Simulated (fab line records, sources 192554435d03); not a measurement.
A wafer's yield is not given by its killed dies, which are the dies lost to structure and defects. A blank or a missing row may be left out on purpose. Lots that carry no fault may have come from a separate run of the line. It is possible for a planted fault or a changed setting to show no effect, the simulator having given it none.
fab line records | flow n5Finfet
[record] lots = 5 wafers = 14 lastDay = 16
route steps=1938 shown BEOL_M2@914 BEOL_M3@931 BEOL_M4@1111 PASSIVATION@1936
lots that met no fault: from a run of the same line without faults
startH: hours from the record's opening day to when the first of the lot's shown wafers began | waitH: hours elapsed since this lot's preceding step | " identical to the entry in the row above | L1.1+2: a single row standing in for several wafers | - no value present, or no start provided | * or withheld: withheld | < > ~ a bound
route shown NAME@n: NAME is a module with steps in the file, n the number in the route of the first one | usual: average and standard deviation across the fault-free wafers | same: alike in all rows | chamber/n: place in a boat | sites: readings site by site | _std_site: the standard deviation of these | _edge_site: the outer-site mean with the inner-site mean subtracted | radiusMm: how far each site lies from the wafer's centre | mask NAME#n: copy n | behind: the most recent tool/chamber to have shaped the wafer | hold: the reason the lot was held/the length of the hold in hours/how it ended | device: the transistor (n, p or np) that didn't switch | end of line: at the end of the route, the tests of the same wafers | for a step that has no rows: nothing shown but its recipe | killed: count of dies lost to structure and defects at first sort (not the wafer's yield) | map: a wafer's dies, x killed, . not, _ none there
set.NAME: setting as actually run; set.NAME@STEP: the setting as run at that earlier step | model.NAME: the simulator's own value behind a step, which no gauge read
lots seen at some steps along the route; tables by step, rows by wafer
services: when a tool's chamber went out of use (startH, in hours from the record's first day, below 0 if earlier), for how many hours, and the reason
[[steps]]
[step N5_BEOL_M2_SPUTTER_90]
[recipe] material = Cu targetThkA = 45 tempC = -20 chamberPressurePa = 0.07 powerW = withheld timeS = 8.29
[step N5_BEOL_M2_ANNEAL_91]
[recipe] tempC = 400 timeS = 240 ambient = vacuum
[step N5_BEOL_M2_SPUTTER_92]
[recipe] material = Cu targetThkA = 45 tempC = -20 chamberPressurePa = 0.07 powerW = withheld timeS = 8.29
[step N5_BEOL_M2_ANNEAL_93]
[recipe] tempC = 400 timeS = 240 ambient = vacuum
[step N5_BEOL_M2_SPUTTER_94]
[recipe] material = Cu targetThkA = 45 tempC = -20 chamberPressurePa = 0.07 powerW = withheld timeS = 8.29
[step N5_BEOL_M2_ANNEAL_95]
[recipe] tempC = 400 timeS = 240 ambient = vacuum
[step N5_BEOL_M2_SPUTTER_96]
[recipe] material = Cu targetThkA = 45 tempC = -20 chamberPressurePa = 0.07 powerW = withheld timeS = 8.29
[step N5_BEOL_M2_ECD_50]
[recipe] material = Cu targetThkA = 3000
[step N5_BEOL_M2_ANNEAL_51]
[recipe] tempC = 225 timeS = 90 ambient = N2
[step N5_BEOL_M2_CMP_52]
[recipe] stopOn = SiOC tOverpolishS = 6.8 downForcePsi = 1 platenRpm = 50 clearingPlatenDownForcePsi = 1.5 clearingPlatenRpm = 50 postCmpClean = cuAlkaline targetThkNm = 40 clearingPlatenPadVelocityMS = 0.99484 padVelocityMS = 0.99484
[step N5_BEOL_M2_PRE_CLEAN_60]
[recipe] gas = NH3/H2 timeS = 15 tempC = * rfPowerW = 300
[step N5_BEOL_M2_CO_CAP_55]
[recipe] material = Co targetThkA = 20 tempC = 200 precursor = CCTBA/H2 pressureTorr = 30 timeS = 102.1
[usual] chamberPressureTorr = 30.00/0.071 heaterPowerOuterW = 128/6.3 heaterPowerW = 243/7.6
// columns lot.wafer tool chamber startH waitH chamberPressureTorr heaterPowerOuterW heaterPowerW
L360.3 cvdCo-02 0 196.26 0.0 30.00 128 248
L360.5 " 1 " " 30.07 133 236
L364.1 cvdCo-01 1 225.89 0.0 - - -
L364.2 " 0 " " - - -
L364.4 " 1 " " - - -
L362.2 cvdCo-01 0 230.42 0.0 - - -
L362.5 " 0 " " - - -
L362.6 " 1 " " - - -
L363.1 cvdCo-02 2 230.82 0.0 - - -
L363.3 " 1 " " - - -
L363.5 " 0 " " - - -
L369.2 cvdCo-02 2 251.89 0.0 29.88 120 232
L369.3 " 1 " " 29.87 131 229
L369.5 " 1 " " 30.01 134 235
[step N5_BEOL_M2_PRE_CLEAN_56]
[recipe] gas = NH3 timeS = 15 tempC = withheld rfPowerW = 300
[step N5_BEOL_M2_DEP_57]
[recipe] material = SiCN targetThkA = 80 tempC = withheld precursor = 3MS/NH3 pressureTorr = 3 rfW = 202 timeS = 14
[step N5_BEOL_M3_ILD_DEP_00]
[recipe] material = SiOC targetThkA = 790 tempC = 350 precursor = DEMS/O2 pressureTorr = 5 rfW = 500 timeS = 15.3
[step N5_BEOL_M3_PECVD_72]
[recipe] material = SiO2 targetThkA = 160 tempC = 400 precursor = TEOS/O2 pressureTorr = 5.5 rfW = 450 teosFlowSccm = 53.8 gas = O2 flowSccm = 3000 timeS = 18
[step N5_BEOL_M3_HM_DEP_02]
[recipe] material = TiN targetThkA = 200 tempC = 25 chamberPressurePa = 0.49996
[step N5_BEOL_M3_COAT_61]
[recipe] resist = SOC tempC = 250 timeS = 60 spinRpm = 1500 resistThkNm = 60
[step N5_BEOL_M3_COAT_62]
[recipe] resist = SiARC tempC = 220 timeS = 60 spinRpm = 1500 resistThkNm = 12
[step N5_BEOL_M3_COAT_73]
[recipe] resist = underlayer tempC = 205 timeS = 60 spinRpm = 1500 resistThkNm = 5
[step N5_BEOL_M3_COAT_05]
[recipe] resist = CAR-EUV spinRpm = 1500 resistThkNm = 30
[step N5_BEOL_M3_EBR_07]
[recipe] solvent = PGMEA ebrWidthMm = 1.5
[step N5_BEOL_M3_SOFTBAKE_06]
[recipe] tempC = 110 timeS = 60 resist = CAR-EUV
[step N5_BEOL_M3_EXPOSE_08]
[recipe] maskId = M3 na = 0.33 sourceShape = dipole sigmaInner = 0.369 sigmaOuter = 0.767 polarization = unpolarized doseMj = 33
[step N5_BEOL_M3_PEB_09]
[recipe] pebTempC = 100 pebTimeS = 60 resist = CAR-EUV
[step N5_BEOL_M3_DEVELOP_10]
[recipe] developTimeS = 30 developer = TMAH resist = CAR-EUV rinseLiquid = surfactantRinse dry = airSpin devTempC = 23
[step N5_BEOL_M3_DESCUM_16]
[recipe] chemistry = O2 timeS = 7 sourcePowerW = 50 biasPowerW = 20 pressureMtorr = 20 rfFrequencyHz = 2.712e+07 tempC = 40 resist = CAR-EUV o2FlowSccm = 225
[step N5_BEOL_M3_ETCH_74]
[recipe] chemistry = N2/H2 target = underlayer targetDepthA = 65 maskMaterial = CAR-EUV timeS = 5.2 ionEnergyEv = 200 pressureMtorr = 30 sourceW = 840 biasW = 150 n2FlowSccm = 200 h2FlowSccm = 200 ends = cleared
[step N5_BEOL_M3_ETCH_63]
[recipe] chemistry = CF4 target = SiARC targetDepthA = 156 maskMaterial = CAR-EUV timeS = 26 ionEnergyEv = 80 pressureMtorr = 40 sourceW = 545 biasW = 36 Ar_flow_sccm = 100 cf4FlowSccm = 100 ends = cleared
[step N5_BEOL_M3_ETCH_64]
[recipe] chemistry = N2/H2 target = SOC targetDepthA = 750 overetchA = 150 maskMaterial = SiARC tempC = 40 timeS = 112.5 ionEnergyEv = 200 pressureMtorr = 30 sourceW = 840 biasW = 150 n2FlowSccm = 200 h2FlowSccm = 200
[step N5_BEOL_M3_STRIP_65]
[recipe] chemistry = N2/H2 tempC = 40 n2FlowSccm = 200 h2FlowSccm = 200 rfFrequencyHz = 6e+07
[step N5_BEOL_M3_STRIP_75]
[recipe] chemistry = N2/H2 tempC = 40 n2FlowSccm = 200 h2FlowSccm = 200 rfFrequencyHz = 6e+07
[step N5_BEOL_M3_STRIP_66]
[recipe] chemistry = CF4 resist = SiARC powerW = 300 biasPowerW = 75 pressureMtorr = 50 cf4FlowSccm = 150 rfFrequencyHz = 6e+07
[step N5_BEOL_M3_HM_OPEN_17]
[recipe] chemistry = Cl2/BCl3 targetDepthA = 200 overetchA = 60 target = TiN maskMaterial = SOC ionEnergyEv = 150 pressureMtorr = 10 icpW = 1000 biasW = 126 Cl2_flow_sccm = 53.25 bcl3FlowSccm = 21.75 Ar_flow_sccm = 25
[step N5_BEOL_M3_STRIP_19]
[recipe] chemistry = O2 powerW = 400 tempC = 40 pressureMtorr = 30 rfFrequencyHz = 6e+07 biasPowerW = 0 overashFraction = 0.2 o2FlowSccm = 225
[step N5_BEOL_M4_RC_MEAS_101]
[usual] DIBL_N = 36.0/2 DIBL_P = 35.9/2.5 IOFF_N = 0.16/0.038 IOFF_P = 0.21/0.04 ION_N = 675/14 ION_P = 462/9.4 SS_N = 71.5/0.75 SS_P = 73.2/0.74 VT_N = 250/3.9 VT_P = -251/3.2
// columns lot.wafer tool chamber startH waitH DIBL_N[mV/V] DIBL_P[mV/V] IOFF_N[nA/um] IOFF_P[nA/um] ION_N[uA/um] ION_P[uA/um] SS_N[mV/dec] SS_P[mV/dec] VT_N[mV] VT_P[mV]
L360.3 prober-01 0 216.57 0.3 36.9 36.2 0.16 0.19 664 446 72.3 73.2 251 -255
L360.5 " 0 " " 33.9 34.4 0.12 0.16 653 451 71.8 72.8 253 -258
L364.1 prober-01 0 242.90 0.0 33.6 32.9 0.12 0.17 664 450 71.2 72.1 254 -251
L364.2 " 0 " " 35.5 33.9 0.15 0.19 667 450 72.2 72.3 248 -249
L364.4 " 0 " " 35.4 34.9 0.15 0.21 655 448 71.9 73.4 250 -250
L363.1 prober-01 0 249.48 0.0 35.1 35.8 0.15 0.17 678 465 70.9 72.8 249 -254
L363.3 " 0 " " 36.9 37.5 0.18 0.20 678 464 71.6 73.8 246 -254
L363.5 " 0 " " 37.2 38.8 0.17 0.21 688 463 71.5 73.6 249 -255
L362.2 prober-02 0 249.62 0.2 35.8 38.4 0.15 0.21 672 461 71.3 73.0 251 -252
L362.5 " 0 " " 37.5 38.2 0.17 0.21 671 453 72.0 73.8 248 -251
L362.6 " 0 " " 35.7 38.0 0.14 0.21 654 455 71.7 73.3 252 -250
L369.2 prober-02 0 272.91 0.2 39.4 38.9 0.21 0.26 692 467 72.4 73.6 244 -247
L369.3 " 0 " " 36.2 35.8 0.14 0.20 678 467 71.9 72.8 251 -249
L369.5 " 0 " " 40.1 41.3 0.23 0.30 697 476 71.4 73.6 244 -247
[step N5_PASSIVATION_PROBE_49]
[usual] defectLimitedYield = 91.3/1.5 killed_at_M0_to_M3 = 33/12 killed_at_M4_up = 15/5.2 killedAtContacts = 12/5.1 killedAtFrontEnd = 39/11 killedAtOther = 5/3.6 killedDies = 103/18 killedOpen = 67/13 killedShort = 33/7.8 sort_bin_5_function = 5.1/0.96 sort_bin_6_memory = 3.2/0.71 sortNPass = 1077/18 sortYieldPct = 91.3/1.5
[same] grossDies = 1180 killedAtBackSide = 0 sort_bin_4_leakage[%] = 0 sort_bin_8_speed[%] = 0
// columns lot.wafer tool chamber startH waitH defectLimitedYield[%] killed_at_M0_to_M3 killed_at_M4_up killedAtContacts killedAtFrontEnd killedAtOther killedDies killedOpen killedShort sort_bin_5_function[%] sort_bin_6_memory[%] sortNPass sortYieldPct[%]
L362.2 prober-02 - 348.50 0.1 75.2 198 17 13 59 6 293 79 41 19.6 4.3 887 75.2
L362.5 prober-02 - 348.65 0.2 77.7 192 17 11 40 3 263 57 28 18.4 2.5 917 77.7
L362.6 prober-02 - 348.70 0.3 77.6 194 19 13 36 2 264 68 29 18.6 3.6 916 77.6
L363.1 prober-01 - 348.58 0.0 80.1 164 30 11 29 1 235 50 29 17.0 2.5 945 80.1
L363.3 prober-01 - 348.68 0.1 80.1 187 18 9 21 0 235 40 22 17.7 2.0 945 80.1
L363.5 prober-01 - 348.78 0.2 81.5 180 8 6 22 2 218 32 13 16.9 1.6 962 81.5
L364.1 prober-02 - 348.79 0.0 72.2 218 8 13 84 5 328 92 40 21.7 4.3 852 72.2
L364.2 prober-02 - 348.84 0.1 74.9 215 6 14 45 16 296 64 34 21.7 2.9 884 74.9
L364.4 prober-02 - 348.94 0.2 77.1 189 12 9 52 8 270 63 30 19.6 2.9 910 77.1
// killed by level:class
L362.2 BEOL_M0_SAQP:areaRecess=165 BEOL_M1:geometricParticle:open=14 FIN_SAQP:geometricParticle:short=10 STI_FIN_REVEAL:geometricParticle:open=10 MOL_CONTACT_COAG:geometricParticle:open=10 FIN_SAQP:geometricParticle:open=8 HKMG_FIN:areaEtch=8 DUMMY_GATE:geometricParticle:open=7
L363.1 BEOL_M0_SAQP:areaRecess=155 BEOL_M4:geometricParticle:open=18 FIN_SAQP:geometricParticle:short=9 MOL_CONTACT_COAG:geometricParticle:open=8 BEOL_M4:geometricParticle:short=5 FIN_SAQP:geometricParticle:open=4 STI_FIN_REVEAL:geometricParticle:open=4 MOL_CONTACT_COAG:geometricParticle:short=3
L362.5 BEOL_M0_SAQP:areaRecess=166 HKMG_FIN:areaEtch=12 BEOL_M2:geometricParticle:open=11 MOL_CONTACT_COAG:geometricParticle:open=10 BEOL_M4:geometricParticle:open=6 BEOL_M0_SAQP:geometricParticle:short=6 BEOL_M0_SAQP:geometricParticle:open=6 FIN_SAQP:geometricParticle:short=5
L363.3 BEOL_M0_SAQP:areaRecess=172 BEOL_M4:geometricParticle:open=9 MOL_CONTACT_COAG:geometricParticle:open=6 BEOL_M0_SAQP:geometricParticle:short=5 FIN_SAQP:geometricParticle:open=4 STI_FIN_REVEAL:geometricParticle:open=4 BEOL_M0_SAQP:geometricParticle:open=4 ILD0:geometricParticle:open=3
L362.6 BEOL_M0_SAQP:areaRecess=166 STI_FIN_REVEAL:geometricParticle:open=12 BEOL_M3:geometricParticle:open=11 MOL_CONTACT_COAG:geometricParticle:open=7 FIN_SAQP:geometricParticle:short=6 MOL_CONTACT_COAG:geometricParticle:short=6 BEOL_M2:geometricParticle:open=6 FIN_SAQP:geometricParticle:open=5
L363.5 BEOL_M0_SAQP:areaRecess=173 BEOL_M4:geometricParticle:open=6 MOL_CONTACT_COAG:geometricParticle:open=5 DUMMY_GATE:geometricParticle:open=4 FIN_SAQP:geometricParticle:open=3 STI_FIN_REVEAL:geometricParticle:open=3 ILD0:geometricParticle:open=3 GATE_CUT:geometricParticle:short=3
L364.1 BEOL_M0_SAQP:areaRecess=180 FIN_SAQP:geometricParticle:open=17 STI_FIN_REVEAL:geometricParticle:open=16 HKMG_FIN:areaEtch=16 MOL_CONTACT_COAG:geometricParticle:open=11 GATE_CUT:geometricParticle:short=8 FIN_SAQP:geometricParticle:short=7 GATE_CUT:geometricParticle:open=7
L364.2 BEOL_M0_SAQP:areaRecess=198 STI_FIN_REVEAL:geometricParticle:open=14 MOL_CONTACT_COAG:geometricParticle:open=11 FIN_SAQP:geometricParticle:short=9 FIN_SAQP:geometricParticle:open=8 BEOL_M1:geometricParticle:open=6 GATE_CUT:geometricParticle:short=5 MIM_TOP:geometricParticle:open=4
L364.4 BEOL_M0_SAQP:areaRecess=174 FIN_SAQP:geometricParticle:open=11 STI_FIN_REVEAL:geometricParticle:open=9 FIN_SAQP:geometricParticle:short=8 MOL_CONTACT_COAG:geometricParticle:open=8 GATE_CUT:geometricParticle:short=7 BEOL_M0_SAQP:geometricParticle:open=5 BEOL_M4:geometricParticle:open=5
// map L362.2 (x killed, . not)
_________________x.x.x......x________________
______________.....x.......x...x_____________
___________...x..x.x.............xx__________
__________.................x........_________
________.........x..x................._______
_______x...................x..........x______
______.x.............x.....x............_____
_____x........x..x.......x.....x..x......____
____x........x......x..xx.xx...........x..___
___........xx...xx.......x.................__
___...xxx........x..xx.x....xx..x.....x....__
__.x..........x....xx.....x.............x..._
__......xx..xxxx...x......x.x......x........_
_x.x...xx..x..xx.xx...xx.x.x.xx...........x..
_....xxxx..xxx.x.x.xxx.xx.....x...x......xxx.
_...x....x...x....x..xxx.x..xxx...x..x.....x.
_x........x.x.xx.xxxxxx...x.xx......x........
_.x...x.x......xx.xxxx.xx...x.xx.x......x....
_x...x..x..xx..xxxxxxx.xx..x..xx........x...x
_.....x...x...xxxx.x..xxx.x..................
_..x...x..xxxx.....xxx...x.xx.xx....x....x...
__.......x....xx..x..xxx.xxxx..x.x....x...x._
__......xxx.x..x.x.x.x..x..xx..x....x......._
___.......x....x.x.xxx..x..x.xx............__
___..x....x.xxx.xxxxxx.xxxx..x.........x...__
____...x.x....xxx.x......x...x.x......x...___
_____.x..x.............x.x.xx.x......x...____
______.....x....x..x.xx................._____
_______.x......x..x..x.x.....x.........______
________....x.x.xx..xx..........x...x._______
__________...x..x......xx..........._________
___________...........x............__________
______________..........x......._____________
_________________.x.....x....________________
// map L363.1 (x killed, . not)
_________________............________________
______________.................._____________
___________x.......................__________
__________..............x.........x._________
________.x...x....x...x..............._______
_______...x...........x.x...........x..______
______............x....................._____
_____.x.......x....x.........x...........____
____............x....x....x..xx.......x..x___
___.......x......xx...x..xx.....xx...xx..x.__
___.....x....x....x......xxx......x.......x__
__.....xx....xx......x.....xx............x.._
__....x.......xxxxx.x...x..xxxxx............_
_..x.x..x..x..xx.xxx..x...xx...xx............
_...x.....x.xxxx......x.xxxxxxx..............
_...........xxxx...x..xxx..............x.....
_........x.x.xxx..xxx.....xxxx...............
_.........x..xx.x...x.x....xxx.........x..x..
_......x.....xxxxx....xxx..x...x.............
_..........xxx..........xx..x.x.x.........x..
_x....x.x.x.xx...xxxxxx.x.xx..x.....x........
__.............xxxx....x...xx....x.........._
__..........xxx..x..x...xx..........x......._
___.........x...x..x...xx.xx.....x.........__
___......x..xx...x.x..xxxx..x...........x..__
____........x..x...x.........xxx..........___
_____...x.......xxx...x.xx....x..x..x..x.____
______..x.x.....x...x.......x........x.._____
_______.........xx....xx...x.....x.....______
________.................x...x........_______
__________...x.....xx.....xxx......._________
___________......x.................__________
______________..x..............._____________
_________________.....x......________________
[[services]]
// columns tool chamber startH hours kind
cvdCo-01 - 181.82 6.9 pm
cvdCo-02 - 188.95 6.0 pm
cvdCo-01 - 201.31 1.5 repair
cvdCo-02 2 203.30 12.0 repair
[[key]]
[firstSign] step = N5_BEOL_M2_CO_CAP_55 reading = toolRecord direction = missing
[effect] step = N5_PASSIVATION_PROBE_49 reading = sort_bin_5_function direction = up sigmas = 14 usual = 5.1 struck = 19.0
metAt N5_BEOL_M2_CO_CAP_55
struckWafers L362.2,L362.5,L362.6,L363.1,L363.3,L363.5,L364.1,L364.2,L364.4
[baselineLoss] step = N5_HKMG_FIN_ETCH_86 wafers = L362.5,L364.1
onsetBetween 196.26 225.89
[earlierFault] kind = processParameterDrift tool = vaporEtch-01 chamber = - onsetH = 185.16 steps = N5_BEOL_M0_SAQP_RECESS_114 channel = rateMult offset = 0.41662 shape = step
[fault] kind = skippedStepWhole tool = cvdCo-01,cvdCo-02 chamber = - onsetH = 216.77 steps = N5_BEOL_M2_CO_CAP_55 scope = struckLotsOnly
// baselineLoss: these wafers lose ten dies or more at that step, a loss of the line's own and not of a fault; the sort's usual values leave them out
